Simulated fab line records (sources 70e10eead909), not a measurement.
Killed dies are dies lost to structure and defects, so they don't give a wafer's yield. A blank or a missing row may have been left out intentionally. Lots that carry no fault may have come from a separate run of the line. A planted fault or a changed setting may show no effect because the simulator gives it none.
Matching of chambers || flow nand_harc || NHARC_A_CHANNEL_FILL_D2_ALD_16 on ald_hk-04: 4 sister chambers
The step deposits SiO2, target thk 1.5 nm, pulse time 10 s, ald cycles 15. 4 wafers are shown with their chamber, then 12 later ones without.

== WAFERS, EACH WITH ITS CHAMBER ==
{"wafer": "L089.1", "chamber": 0, "heater_power_w (W)": 468}
{"wafer": "L089.4", "chamber": 1, "heater_power_w (W)": 456}
{"wafer": "L090.5", "chamber": 2, "heater_power_w (W)": 476}
{"wafer": "L090.6", "chamber": 3, "heater_power_w (W)": 594}

== WAFERS WITH NO CHAMBER GIVEN ==
{"wafer": "L093.3", "heater_power_w (W)": 470}
{"wafer": "L093.4", "heater_power_w (W)": 480}
{"wafer": "L093.6", "heater_power_w (W)": 586}
{"wafer": "L093.1", "heater_power_w (W)": 583}
{"wafer": "L093.2", "heater_power_w (W)": 446}
{"wafer": "L093.5", "heater_power_w (W)": 476}
{"wafer": "L092.4", "heater_power_w (W)": 469}
{"wafer": "L092.5", "heater_power_w (W)": 474}
{"wafer": "L092.6", "heater_power_w (W)": 449}
{"wafer": "L097.2", "heater_power_w (W)": 474}
{"wafer": "L097.4", "heater_power_w (W)": 470}
{"wafer": "L097.5", "heater_power_w (W)": 487}

== WHICH CHAMBER EACH ONE RAN IN ==
{"wafer": "L093.3", "from the rows above": "can't be placed: 0 or 2 or 1", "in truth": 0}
{"wafer": "L093.4", "from the rows above": "can't be placed: 2 or 0", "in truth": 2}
{"wafer": "L093.6", "from the rows above": 3, "in truth": 3}
{"wafer": "L093.1", "from the rows above": 3, "in truth": 3}
{"wafer": "L093.2", "from the rows above": "can't be placed: 1 or 0", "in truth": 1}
{"wafer": "L093.5", "from the rows above": "can't be placed: 2 or 0", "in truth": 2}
{"wafer": "L092.4", "from the rows above": "can't be placed: 0 or 2 or 1", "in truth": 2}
{"wafer": "L092.5", "from the rows above": "can't be placed: 2 or 0", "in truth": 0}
{"wafer": "L092.6", "from the rows above": "can't be placed: 1 or 0", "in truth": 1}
{"wafer": "L097.2", "from the rows above": "can't be placed: 2 or 0", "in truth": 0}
{"wafer": "L097.4", "from the rows above": "can't be placed: 0 or 2 or 1", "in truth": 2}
{"wafer": "L097.5", "from the rows above": "can't be placed: 2 or 0", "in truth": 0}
Correctly placed: 2 of 12. From these rows, 10 cannot be placed; in 10 the true chamber is one of the candidates. Wrongly placed: 0.
How it was worked out, from the rows above alone: a wafer's distance from a chamber is the root of the sum, over the readings, of the square of ((its reading less the chamber's mean) divided by the reading's scatter). The wafer belongs to the nearest chamber; if the next one is less than 2 further off, it can't be placed. Each chamber's mean is taken over the wafers shown for it. The scatter: root of mean squared gap, hidden wafer to nearest shown wafer, with one shown wafer a chamber.
